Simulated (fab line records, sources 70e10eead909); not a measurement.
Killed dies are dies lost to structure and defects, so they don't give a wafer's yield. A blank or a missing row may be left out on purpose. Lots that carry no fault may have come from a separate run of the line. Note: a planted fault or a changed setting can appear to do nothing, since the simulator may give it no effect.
Which tool was responsible? -- flow nand harc -- 7 lots, 20 wafers sampled, at 4 steps of a route of 1302

## WHAT THE GAUGES READ, wafer by wafer
NHARC_A_ONON_D2_THK_MEAS_21: measures by ellipsometry.
lot,measured,on,thk nm (nm)
L655,day 13 21:43,film metro-02,1010 1012 1013
L658,day 14 18:37,film metro-01,988 987 986
L660,day 15 12:38,film metro-01,1009 1011 1009
L662,day 16 02:43,film metro-01,1006 1004 1006
L671,day 20 01:04,film metro-01,1077 1010
L673,day 21 02:40,film metro-02,1007 1005 1007
L676,day 22 00:33,film metro-02,987 987 988

## WHICH TOOL RAN EACH LOT (tool, then ch and the chambers of the sampled wafers, then the start)
lot,NHARC_A_CHANNEL_FILL_D1_ALD_15,NHARC_A_DECK1_JOINT_CMP_02,NHARC_A_ONON_D2_DEP_19
L655,"ald sin batch-01 ch 0, day 13 09:44 or earlier","cmp-01 ch 0,2,3, day 13 09:44","pecvd onon-04 ch 0, day 13 21:16"
L658,"ald sin batch-01 ch 0, day 11 02:22","cmp-04 ch 1,2,3, day 14 07:07","pecvd onon-01 ch 0, day 14 18:09"
L660,"ald sin batch-01 ch 0, day 15 00:52 or earlier","cmp-04 ch 0,1,3, day 15 00:52","pecvd onon-03 ch 0, day 15 12:08"
L662,"ald sin batch-03 ch 0, day 15 14:40 or earlier","cmp-03 ch 0,2, day 15 14:40","pecvd onon-04 ch 0, day 16 02:13"
L671,"ald sin batch-03 ch 0, day 19 13:16 or earlier","cmp-01 ch 1,3, day 19 13:16","pecvd onon-04 ch 0, day 20 00:44"
L673,"ald sin batch-03 ch 0, day 20 17:02 or earlier","cmp-04 ch 0,2,3, day 20 17:02","pecvd onon-01 ch 0, day 21 02:10"
L676,"ald sin batch-02 ch 0, day 21 13:05 or earlier","cmp-04 ch 0,1,3, day 21 13:05","pecvd onon-03 ch 0, day 22 00:09"
- NHARC_A_CHANNEL_FILL_D1_ALD_15: deposits SiNx, target thk 2 nm, pulse time 60 s, ald cycles 19.
- NHARC_A_DECK1_JOINT_CMP_02: polishes SiOx.
- NHARC_A_ONON_D2_DEP_19: target thk 1000 nm.

## THE ANSWER, worked out from the rows above alone
Rule: what is usual is taken from the lots themselves. The widest of any qualifying gaps counts: lots, ordered by their means at a reading, are off when they make up no more than a third of the lots, leave a main group of 4 or more, and stand apart from it by 3 or more times the standard deviation of that group's means. A main group is skipped when, at the precision printed for the reading in the tables above, its means are all equal. Also off: a lot with no number at a reading for which 4 or more lots have one. All remaining lots with rows at the step are treated as sound.
Off, at NHARC_A_ONON_D2_THK_MEAS_21 on thk nm: L671. The main group has a mean of 1001 nm with a standard deviation of 10.
If a tool, at a process step before that reading, ran all the lots that are off and no sound lot after the first of them, it fits. The gauges at NHARC_A_ONON_D2_THK_MEAS_21 are tried like those tools. NHARC_A_CHANNEL_FILL_D1_ALD_15 gives no start for some lots, so the hours and the order of its lots are those of NHARC_A_DECK1_JOINT_CMP_02. Can't be told from this: 3 tools fit, cmp-01 at NHARC_A_DECK1_JOINT_CMP_02, pecvd onon-04 at NHARC_A_ONON_D2_DEP_19, film metro-01 at NHARC_A_ONON_D2_THK_MEAS_21.

## WHAT WAS PUT IN BY THE SIMULATOR
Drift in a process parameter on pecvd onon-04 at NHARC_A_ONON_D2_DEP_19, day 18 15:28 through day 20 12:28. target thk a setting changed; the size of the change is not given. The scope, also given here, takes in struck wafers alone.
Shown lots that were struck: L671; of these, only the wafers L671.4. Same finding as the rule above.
